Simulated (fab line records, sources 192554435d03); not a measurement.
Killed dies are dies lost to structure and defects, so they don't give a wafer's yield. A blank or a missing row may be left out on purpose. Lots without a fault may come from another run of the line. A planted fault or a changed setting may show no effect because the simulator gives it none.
Split-lot experiment | flow n5_finfet | 7 lots, 39 wafers read, on a route of 1938 steps

THE SPLIT
At N5_FIN_CUT_CUT_ETCH_26 (etches SiNx in CH3F/O2, target depth 39 nm, time 55.7 s), the setting time_s was moved away from the recipe's 55.7 s on 15 of the 39 wafers read, by -14.8% to +17.9%. The other wafers ran this setting at the recipe's value.

FROM THE SPLIT TO THE READING: what the file shows between them, 2 steps
- N5_FIN_CUT_CUT_ETCH_27: etches SiO2 in CHF3/O2, target depth 4 nm, overetch 2 nm, time 4.9 s
- N5_FIN_CUT_PRECLEAN_35: cleans in vHF, time 13.3 s

THE READING
SOC_of_FIN_CUT_COAT_18.thk_nm (the simulator's own value, which no gauge read), in nm, at N5_FIN_CUT_CUT_ETCH_15 (etches Si in HBr/Cl2/O2, target depth 100 nm, bt time 10 s, time 42.4 s). The file gives no usual value for it. The 24 wafers here that ran the recipe average 170.4 nm, standard deviation 0.67 nm.

wafer  | tool, chamber at the split | time_s as run, s | against the recipe | SOC_of_FIN_CUT_COAT_18.thk_nm, nm | against lot-mates on the recipe
L074.1 | rie_diel-05, 2             | 55.7             | recipe             | 169.8                             | -
L074.6 | rie_diel-05, 3             | 55.7             | recipe             | 169.8                             | -
L074.2 | rie_diel-05, 1             | 55.7             | recipe             | 170.2                             | -
L074.3 | rie_diel-05, 3             | 55.7             | recipe             | 170.4                             | -
L074.5 | rie_diel-05, 2             | 55.7             | recipe             | 170.4                             | -
L074.4 | rie_diel-05, 0             | 55.7             | recipe             | 171                               | -
L076.1 | rie_diel-03, 1             | 47.43            | -14.8%             | 174.6                             | +4.3
L076.2 | rie_diel-03, 0             | 47.43            | -14.8%             | 173.6                             | +3.3
L076.3 | rie_diel-03, 2             | 55.7             | recipe             | 170.2                             | -
L076.4 | rie_diel-03, 3             | 55.7             | recipe             | 170                               | -
L076.5 | rie_diel-03, 0             | 55.7             | recipe             | 170.6                             | -
L076.6 | rie_diel-03, 3             | 47.43            | -14.8%             | 173.2                             | +2.9
L090.1 | rie_diel-03, 1             | 65.68            | +17.9%             | 165.6                             | -4.7
L090.2 | rie_diel-03, 0             | 55.7             | recipe             | 170                               | -
L090.3 | rie_diel-03, 3             | 65.68            | +17.9%             | 166.6                             | -3.7
L090.6 | rie_diel-03, 1             | 65.68            | +17.9%             | 166.6                             | -3.7
L090.4 | rie_diel-03, 3             | 55.7             | recipe             | 170.2                             | -
L090.5 | rie_diel-03, 0             | 55.7             | recipe             | 170.6                             | -
L091.1 | rie_diel-03, 1             | 50.98            | -8.5%              | 171.2                             | +1.2
L091.2 | rie_diel-03, 0             | 55.7             | recipe             | 169.6                             | -
L091.3 | rie_diel-03, 3             | 55.7             | recipe             | 170.6                             | -
L091.4 | rie_diel-03, 1             | 55.7             | recipe             | 169.8                             | -
L091.5 | rie_diel-03, 3             | 50.98            | -8.5%              | 172.4                             | +2.4
L091.6 | rie_diel-03, 0             | 50.98            | -8.5%              | 171                               | +1.0
L092.1 | rie_diel-04, 2             | 50.68            | -9.0%              | 173                               | +1.3
L092.2 | rie_diel-04, 1             | 55.7             | recipe             | 171.8                             | -
L092.3 | rie_diel-04, 0             | 50.68            | -9.0%              | 173.2                             | +1.5
L092.4 | rie_diel-04, 3             | 50.68            | -9.0%              | 173.2                             | +1.5
L092.5 | rie_diel-04, 1             | 55.7             | recipe             | 172.2                             | -
L092.6 | rie_diel-04, 0             | 55.7             | recipe             | 171.2                             | -
L093.1 | rie_diel-03, 1             | 55.7             | recipe             | 170                               | -
L093.2 | rie_diel-03, 0             | 55.7             | recipe             | 170.8                             | -
L093.3 | rie_diel-03, 3             | 55.7             | recipe             | 170.6                             | -
L093.4 | rie_diel-03, 1             | 61.8             | +11.0%             | 167.2                             | -3.3
L093.5 | rie_diel-03, 0             | 61.8             | +11.0%             | 168                               | -2.5
L093.6 | rie_diel-03, 3             | 61.8             | +11.0%             | 168.6                             | -1.9
L095.2 | rie_diel-05, 3             | 55.7             | recipe             | 169.8                             | -
L095.5 | rie_diel-05, 0             | 55.7             | recipe             | 171.2                             | -
L095.6 | rie_diel-05, 3             | 55.7             | recipe             | 169.4                             | -

THE FIT
A straight line over all 39 wafers: SOC_of_FIN_CUT_COAT_18.thk_nm changes by -0.228 nm for each +1% of time_s; r = -0.94; the points scatter about the line by 0.7 nm.
The same after taking each lot's own level away (the mean of its wafers on the recipe; 39 wafers): -0.218 nm for each +1%; r = -0.96; scatter 0.52 nm.
On that fit, the largest move of time_s shifts the reading by 3.9 nm.
The lots' own levels span 170.00 to 171.73 nm, that is 2.6 times the standard deviation above.
So the lot-to-lot level changes the slope little: the two slopes agree.
Check: with one of the wafers moved furthest among these (+17.9%) left out of the fit, the line predicts -3.84 nm for it against its lot-mates. It came out at -4.67 nm against them.

OTHER SPLITS ON THESE WAFERS
These wafers also went through other splits before the reading. Each is held against what the fit with the lots' levels taken away leaves over:
other split on the same wafers      | wafers away from the commonest value | r with SOC_of_FIN_CUT_COAT_18.thk_nm (lot level and that fit taken away)
N5_ZERO_LAYER_PECVD_02 target_thk_a | 15                                   | -0.05
N5_WELL_APT_IMPLANT_31 energy_kev   | 12                                   | -0.16
N5_WELL_APT_EPI_41 time_s           | 18                                   | +0.00
N5_FIN_CUT_EXPOSE_05 dose_mj        | 12                                   | -0.27

THE WHOLE CHAIN: every reading that the file lists as answering this split, in the file's order
step                   | what it does                                                            | reading                                                                        | change (the file's fit)               | r (the file's)
N5_FIN_CUT_CUT_ETCH_26 | etches SiNx in CH3F/O2, target depth 39 nm, time 55.7 s                 | etch.depth_nm (the simulator's own value, which no gauge read)                 | +0.422 nm for each +1% of the setting | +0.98
N5_FIN_CUT_CUT_ETCH_26 | etches SiNx in CH3F/O2, target depth 39 nm, time 55.7 s                 | SOC_of_FIN_CUT_COAT_18.thk_nm (the simulator's own value, which no gauge read) | -0.2 nm for each +1% of the setting   | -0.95
N5_FIN_CUT_CUT_ETCH_15 | etches Si in HBr/Cl2/O2, target depth 100 nm, bt time 10 s, time 42.4 s | SOC_of_FIN_CUT_COAT_18.thk_nm (the simulator's own value, which no gauge read) | -0.218 nm for each +1% of the setting | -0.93

THE FILE'S OWN FIT
SOC_of_FIN_CUT_COAT_18.thk_nm changes by -0.218 nm for each +1% of time_s, r = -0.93.
